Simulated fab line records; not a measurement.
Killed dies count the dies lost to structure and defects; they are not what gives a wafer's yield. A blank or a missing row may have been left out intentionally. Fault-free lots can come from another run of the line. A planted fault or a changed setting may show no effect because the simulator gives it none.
Which tool did it?	flow nand_harc	24 lots, 72 wafers sampled, at 6 steps of a route of 1159

WHAT THE GAUGES SHOWED, per wafer
The record holds no reading of a measuring or inspecting step that can be judged against a usual standard deviation.

TOOL THAT RAN EACH LOT (tool first, then ch and the chambers of the sampled wafers, then the start)
lot	NHARC_A_BLC_STRIP_21	NHARC_A_M0_DESCUM_14	NHARC_A_M0_ANNEAL_30	NHARC_A_M1_ETCH_35	NHARC_A_M1_DEGAS_29	NHARC_A_M1_ANNEAL_31
L074	rie_diel-04 ch 0,2, day 17 09:35	rie_diel-12 ch 0,1,3, day 17 16:23	rtp_anneal-02 ch 0, day 17 18:25	rie_diel-02 ch 0,1,3, day 17 20:51	pvd_sputter-01, day 17 21:49	rtp_anneal-01 ch 0, day 17 22:37
L075	rie_diel-01 ch 0,1,3, day 17 16:11	rie_diel-11 ch 0,2,3, day 17 21:09	rtp_anneal-01 ch 0, day 17 22:55	rie_diel-09 ch 0,1,3, day 18 01:14	pvd_sputter-01, day 18 02:38	rtp_anneal-01 ch 0, day 18 03:26
L077	rie_diel-13 ch 0,1, day 17 18:29	rie_diel-03 ch 2,3, day 17 21:47	rtp_anneal-01 ch 0, day 17 23:30	rie_diel-06 ch 0,2,3, day 18 01:58	pvd_sputter-03, day 18 02:56	rtp_anneal-01 ch 0, day 18 03:42
L076	rie_diel-13 ch 1,2, day 17 19:08	rie_diel-11 ch 0,3, day 17 22:19	rtp_anneal-01 ch 0, day 18 00:10	rie_diel-09 ch 0,3, day 18 02:29	pvd_sputter-02, day 18 03:25	rtp_anneal-02 ch 0, day 18 04:20
L078	rie_diel-04 ch 0,1,3, day 18 04:29	rie_diel-11 ch 0,1, day 18 09:50	rtp_anneal-02 ch 0, day 18 11:33	rie_diel-02 ch 0,2, day 18 13:58	pvd_sputter-01, day 18 14:55	rtp_anneal-01 ch 0, day 18 15:43
L079	rie_diel-04 ch 1,3, day 18 12:40	rie_diel-11 ch 1,2, day 18 17:22	rtp_anneal-01 ch 0, day 18 19:08	rie_diel-06 ch 0,1,2, day 18 21:44	pvd_sputter-03, day 18 22:41	rtp_anneal-01 ch 0, day 18 23:25
L081	rie_diel-13 ch 0,1, day 18 21:14	rie_diel-03 ch 0,2, day 19 00:58	rtp_anneal-01 ch 0, day 19 02:48	rie_diel-02 ch 2,3, day 19 05:14	pvd_sputter-03, day 19 06:11	rtp_anneal-02 ch 0, day 19 06:58
L082	rie_diel-01 ch 0,1,3, day 19 01:25	rie_diel-12 ch 0,1,3, day 19 04:35	rtp_anneal-02 ch 0, day 19 06:30	rie_diel-09 ch 0,2,3, day 19 08:53	pvd_sputter-03, day 19 09:53	rtp_anneal-01 ch 0, day 19 10:42
L085	rie_diel-13 ch 0,1,3, day 19 09:33	rie_diel-12 ch 1,2,3, day 19 13:50	rtp_anneal-01 ch 0, day 19 15:33	rie_diel-06 ch 1,2,3, day 19 17:52	pvd_sputter-03, day 19 18:48	rtp_anneal-01 ch 0, day 19 19:44
L083	rie_diel-01 ch 1,2, day 19 15:09	rie_diel-03 ch 0,1, day 19 20:22	rtp_anneal-01 ch 0, day 19 22:06	rie_diel-02 ch 0,3, day 20 00:28	pvd_sputter-01, day 20 01:26	rtp_anneal-01 ch 0, day 20 02:10
L080	rie_diel-04 ch 0,1,2, day 19 15:24	rie_diel-12 ch 0,1,3, day 19 20:23	rtp_anneal-01 ch 0, day 19 22:28	rie_diel-09 ch 0,1, day 20 00:59	pvd_sputter-02, day 20 01:56	rtp_anneal-01 ch 0, day 20 02:44
L084	rie_diel-13 ch 0,1,2, day 19 20:48	rie_diel-03 ch 2,3, day 19 23:41	rtp_anneal-01 ch 0, day 20 01:33	rie_diel-02 ch 1,2,3, day 20 03:46	pvd_sputter-02, day 20 04:41	rtp_anneal-02 ch 0, day 20 05:35
L086	rie_diel-01 ch 1,2,3, day 20 02:25	rie_diel-03 ch 0,1,3, day 20 06:53	rtp_anneal-02 ch 0, day 20 08:42	rie_diel-02 ch 0,1,3, day 20 11:05	pvd_sputter-01, day 20 12:02	rtp_anneal-01 ch 0, day 20 12:45
L087	rie_diel-01 ch 1,3, day 20 07:22	rie_diel-12 ch 0,1,3, day 20 10:08	rtp_anneal-01 ch 0, day 20 11:47	rie_diel-06 ch 2,3, day 20 14:26	pvd_sputter-03, day 20 15:26	rtp_anneal-02 ch 0, day 20 16:17
L088	rie_diel-13 ch 0,1,2, day 20 12:59	rie_diel-03 ch 1,2,3, day 20 18:01	rtp_anneal-01 ch 0, day 20 19:46	rie_diel-09 ch 0,2,3, day 20 22:05	pvd_sputter-03, day 20 23:01	rtp_anneal-02 ch 0, day 20 23:50
L089	rie_diel-01 ch 0,2,3, day 20 17:44	rie_diel-11 ch 0,2,3, day 21 11:32	rtp_anneal-02 ch 0, day 21 13:17	rie_diel-02 ch 0,2,3, day 21 15:41	pvd_sputter-01, day 21 16:38	rtp_anneal-02 ch 0, day 21 17:29
L090	rie_diel-13 ch 0,1, day 21 13:18	rie_diel-03 ch 0,2,3, day 21 17:35	rtp_anneal-02 ch 0, day 21 19:13	rie_diel-02 ch 0,3, day 21 21:36	pvd_sputter-01, day 21 22:37	rtp_anneal-02 ch 0, day 21 23:21
L091	rie_diel-13 ch 0,2,3, day 21 13:41	rie_diel-12 ch 1,2,3, day 21 17:46	rtp_anneal-01 ch 0, day 21 19:31	rie_diel-06 ch 0,1,3, day 21 22:01	pvd_sputter-01, day 21 22:58	rtp_anneal-01 ch 0, day 21 23:42
L093	rie_diel-04 ch 0,2, day 21 22:26	rie_diel-12 ch 2,3, day 22 03:04	rtp_anneal-01 ch 0, day 22 04:43	rie_diel-09 ch 2,3, day 22 07:14	pvd_sputter-01, day 22 08:12	rtp_anneal-01 ch 0, day 22 08:58
L092	rie_diel-01 ch 1,2,3, day 21 22:38	rie_diel-03 ch 0,2, day 22 03:30	rtp_anneal-01 ch 0, day 22 05:13	rie_diel-09 ch 1,2, day 22 07:45	pvd_sputter-01, day 22 08:44	rtp_anneal-01 ch 0, day 22 09:28
L094	rie_diel-04 ch 0,1,3, day 22 02:17	rie_diel-12 ch 0,1,3, day 22 09:43	rtp_anneal-02 ch 0, day 22 11:25	rie_diel-02 ch 0,3, day 22 13:52	pvd_sputter-02, day 22 14:50	rtp_anneal-02 ch 0, day 22 15:38
L095	rie_diel-01 ch 0,1,3, day 22 10:05	rie_diel-12 ch 0,2, day 22 14:19	rtp_anneal-02 ch 0, day 22 16:01	rie_diel-09 ch 1,2,3, day 22 18:34	pvd_sputter-03, day 22 19:30	rtp_anneal-01 ch 0, day 22 20:14
L097	rie_diel-13 ch 1,2,3, day 22 21:01	rie_diel-03 ch 2,3, day 23 04:26	rtp_anneal-02 ch 0, day 23 06:26	rie_diel-06 ch 0,1, day 23 09:05	pvd_sputter-01, day 23 10:32	rtp_anneal-02 ch 0, day 23 11:23
L096	rie_diel-13 ch 0,2,3, day 23 14:03	rie_diel-03 ch 0,2,3, day 23 16:56	rtp_anneal-02 ch 0, day 23 18:37	rie_diel-06 ch 1,2,3, day 23 21:07	pvd_sputter-01, day 23 22:06	rtp_anneal-02 ch 0, day 23 22:50
- NHARC_A_BLC_STRIP_21: strips in O2.
- NHARC_A_M0_DESCUM_14: chemistry O2, time 3 s.
- NHARC_A_M0_ANNEAL_30: time 90 s.
- NHARC_A_M1_ETCH_35: etches the open film in N2/H2, target depth 40 nm, overetch 12 nm, time 43.94 s.
- NHARC_A_M1_DEGAS_29: time 60 s.
- NHARC_A_M1_ANNEAL_31: time 90 s.

AS READ BY THE TOOLS THEMSELVES (means over the sampled wafers that have a number; for cases with no such wafer, the mark the record gives instead)
NHARC_A_BLC_STRIP_21.
lot	tool	drypump_motor_current_A (A)	oes_product_au (a.u.)	rf_vpp_V (V)	showerhead_plenum_p_Torr (Torr)	throttle_valve_pct (%)
L074	rie_diel-04	6.19	1.011	57.3	3.58	17.034
L075	rie_diel-01	5.82	1.003	57.8	3.64	17.032
L077	rie_diel-13	5.95	0.995	57.7	3.48	17.034
L076	rie_diel-13	6.04	1.004	57.2	3.46	17.031
L078	rie_diel-04	6.03	1.005	57.3	3.49	17.037
L079	rie_diel-04	5.86	1.011	57.2	3.39	17.030
L081	rie_diel-13	5.96	1.004	57.9	3.48	17.036
L082	rie_diel-01	5.84	1.003	57.6	3.64	17.039
L085	rie_diel-13	5.83	1.006	56.9	3.56	17.040
L083	rie_diel-01	5.47	0.988	57.2	3.47	17.037
L080	rie_diel-04	6.03	0.999	58.1	3.46	17.036
L084	rie_diel-13	5.97	0.999	57.7	3.58	17.039
L086	rie_diel-01	5.58	0.993	58.0	3.59	17.039
L087	rie_diel-01	5.90	0.997	57.8	3.72	17.036
L088	rie_diel-13	5.96	0.989	58.2	3.58	17.038
L089	rie_diel-01	5.52	1.004	57.9	3.50	17.039
L090	rie_diel-13	5.95	0.999	57.7	3.48	17.032
L091	rie_diel-13	5.85	1.002	58.1	3.66	17.038
L093	rie_diel-04	6.19	0.993	57.6	3.56	17.046
L092	rie_diel-01	5.56	0.999	58.2	3.59	17.043
L094	rie_diel-04	6.03	1.013	56.7	3.48	17.029
L095	rie_diel-01	5.83	0.998	58.4	3.63	17.049
L097	rie_diel-13	5.87	1.005	58.3	3.53	17.035
L096	rie_diel-13	5.84	1.004	57.9	3.65	17.030

NHARC_A_M0_DESCUM_14.
lot	tool	drypump_motor_current_A (A)	oes_product_au (a.u.)	rf_vpp_V (V)	showerhead_plenum_p_Torr (Torr)	throttle_valve_pct (%)
L074	rie_diel-12	5.7	0.993	57.3	1.82	11.315
L075	rie_diel-11	5.5	1.001	58.1	1.86	11.307
L077	rie_diel-03	5.9	0.995	57.7	1.79	11.309
L076	rie_diel-11	5.3	1.005	57.5	1.90	11.319
L078	rie_diel-11	4.8	0.999	57.0	1.89	11.316
L079	rie_diel-11	5.4	1.004	57.5	1.96	11.317
L081	rie_diel-03	6.1	0.995	57.0	1.85	11.304
L082	rie_diel-12	5.7	0.992	58.5	1.82	11.299
L085	rie_diel-12	5.7	0.991	57.6	1.85	11.319
L083	rie_diel-03	5.6	0.992	57.2	1.92	11.307
L080	rie_diel-12	5.8	0.988	58.0	1.82	11.309
L084	rie_diel-03	5.5	0.998	57.0	1.81	11.306
L086	rie_diel-03	5.5	0.988	57.7	1.88	11.309
L087	rie_diel-12	5.7	0.989	57.0	1.82	11.305
L088	rie_diel-03	5.6	0.999	57.6	1.85	11.307
L089	rie_diel-11	5.5	1.002	57.3	1.85	11.313
L090	rie_diel-03	5.8	1.002	57.8	1.83	11.317
L091	rie_diel-12	5.7	0.987	57.7	1.85	11.302
L093	rie_diel-12	5.8	0.984	57.5	1.87	11.301
L092	rie_diel-03	6.2	0.991	57.2	1.82	11.314
L094	rie_diel-12	5.7	0.996	56.8	1.82	11.314
L095	rie_diel-12	5.7	0.997	57.6	1.88	11.311
L097	rie_diel-03	5.5	0.997	56.8	1.81	11.318
L096	rie_diel-03	5.8	0.986	58.3	1.83	11.312

NHARC_A_M0_ANNEAL_30.
lot	tool	wafer_temp_C_max
L074	rtp_anneal-02	226.32
L075	rtp_anneal-01	226.06
L077	rtp_anneal-01	226.40
L076	rtp_anneal-01	225.99
L078	rtp_anneal-02	225.82
L079	rtp_anneal-01	226.03
L081	rtp_anneal-01	226.15
L082	rtp_anneal-02	225.94
L085	rtp_anneal-01	226.59
L083	rtp_anneal-01	226.22
L080	rtp_anneal-01	226.01
L084	rtp_anneal-01	226.11
L086	rtp_anneal-02	225.81
L087	rtp_anneal-01	226.06
L088	rtp_anneal-01	225.98
L089	rtp_anneal-02	225.93
L090	rtp_anneal-02	226.00
L091	rtp_anneal-01	226.00
L093	rtp_anneal-01	226.14
L092	rtp_anneal-01	226.55
L094	rtp_anneal-02	226.05
L095	rtp_anneal-02	226.17
L097	rtp_anneal-02	225.89
L096	rtp_anneal-02	225.78

NHARC_A_M1_ETCH_35.
lot	tool	drypump_motor_current_A (A)	oes_product_au (a.u.)	rf_vpp_V (V)	showerhead_plenum_p_Torr (Torr)	throttle_valve_pct (%)
L074	rie_diel-02	5.6	1.002	433.3	2.12	14.172
L075	rie_diel-09	5.4	1.000	432.9	2.09	14.177
L077	rie_diel-06	5.5	1.000	432.1	2.09	14.166
L076	rie_diel-09	5.1	1.001	432.7	2.12	14.170
L078	rie_diel-02	5.4	1.012	432.1	2.07	14.185
L079	rie_diel-06	5.8	1.004	431.9	2.07	14.178
L081	rie_diel-02	5.6	1.010	431.0	2.06	14.170
L082	rie_diel-09	5.3	1.009	432.3	2.14	14.164
L085	rie_diel-06	5.7	1.007	430.8	2.06	14.158
L083	rie_diel-02	5.3	1.016	433.1	2.13	14.178
L080	rie_diel-09	5.6	1.000	430.5	2.05	14.169
L084	rie_diel-02	5.8	1.013	431.4	2.05	14.172
L086	rie_diel-02	5.5	1.012	432.8	2.12	14.172
L087	rie_diel-06	5.4	1.004	431.0	2.07	14.165
L088	rie_diel-09	5.3	0.992	432.4	2.14	14.166
L089	rie_diel-02	5.5	1.014	431.1	2.06	14.174
L090	rie_diel-02	5.3	1.002	433.3	2.13	14.176
L091	rie_diel-06	5.9	0.997	433.0	2.13	14.175
L093	rie_diel-09	5.1	1.005	432.7	2.10	14.166
L092	rie_diel-09	5.5	0.994	431.3	2.09	14.178
L094	rie_diel-02	5.3	1.003	432.8	2.13	14.173
L095	rie_diel-09	5.4	0.992	431.9	2.07	14.167
L097	rie_diel-06	6.0	1.007	432.3	2.14	14.172
L096	rie_diel-06	5.7	1.013	430.4	2.06	14.172

NHARC_A_M1_DEGAS_29.
lot	tool	heater_power_w (W)
L074	pvd_sputter-01	333
L075	pvd_sputter-01	335
L077	pvd_sputter-03	299
L076	pvd_sputter-02	333
L078	pvd_sputter-01	329
L079	pvd_sputter-03	331
L081	pvd_sputter-03	267
L082	pvd_sputter-03	282
L085	pvd_sputter-03	278
L083	pvd_sputter-01	356
L080	pvd_sputter-02	336
L084	pvd_sputter-02	320
L086	pvd_sputter-01	357
L087	pvd_sputter-03	291
L088	pvd_sputter-03	300
L089	pvd_sputter-01	349
L090	pvd_sputter-01	358
L091	pvd_sputter-01	358
L093	pvd_sputter-01	334
L092	pvd_sputter-01	354
L094	pvd_sputter-02	325
L095	pvd_sputter-03	292
L097	pvd_sputter-01	340
L096	pvd_sputter-01	332

NHARC_A_M1_ANNEAL_31.
lot	tool	wafer_temp_C_max
L074	rtp_anneal-01	226.3
L075	rtp_anneal-01	226.5
L077	rtp_anneal-01	226.2
L076	rtp_anneal-02	225.7
L078	rtp_anneal-01	226.2
L079	rtp_anneal-01	226.2
L081	rtp_anneal-02	225.7
L082	rtp_anneal-01	226.0
L085	rtp_anneal-01	226.1
L083	rtp_anneal-01	226.2
L080	rtp_anneal-01	226.3
L084	rtp_anneal-02	225.5
L086	rtp_anneal-01	226.5
L087	rtp_anneal-02	225.8
L088	rtp_anneal-02	225.8
L089	rtp_anneal-02	226.1
L090	rtp_anneal-02	226.1
L091	rtp_anneal-01	226.4
L093	rtp_anneal-01	226.2
L092	rtp_anneal-01	226.4
L094	rtp_anneal-02	225.7
L095	rtp_anneal-01	226.4
L097	rtp_anneal-02	226.1
L096	rtp_anneal-02	225.7

THE ANSWER, worked out from the rows above alone
Rule: the lots themselves supply what counts as usual. Put in order of their means at a reading, lots are off if they are a third of the lots or fewer, leave a main group of 4 or more, and stand apart from it by a gap of 3 or more times the standard deviation of the main group's means; of several such gaps the widest counts. A main group is skipped when, at the precision printed for the reading in the tables above, its means are all equal. A lot without any number at a reading at which 4 lots or more have one is off too. All remaining lots with rows at the step are treated as sound. First the gauges in route order, then the tools' own readings, where a lot's mean is used as printed above. At the first step where some lot is off, the reading lying furthest off is the one used; lots without a number count as furthest.
Across all readings shown, no lot is off: no conclusion can be drawn from this.

WHAT WAS PUT IN BY THE SIMULATOR
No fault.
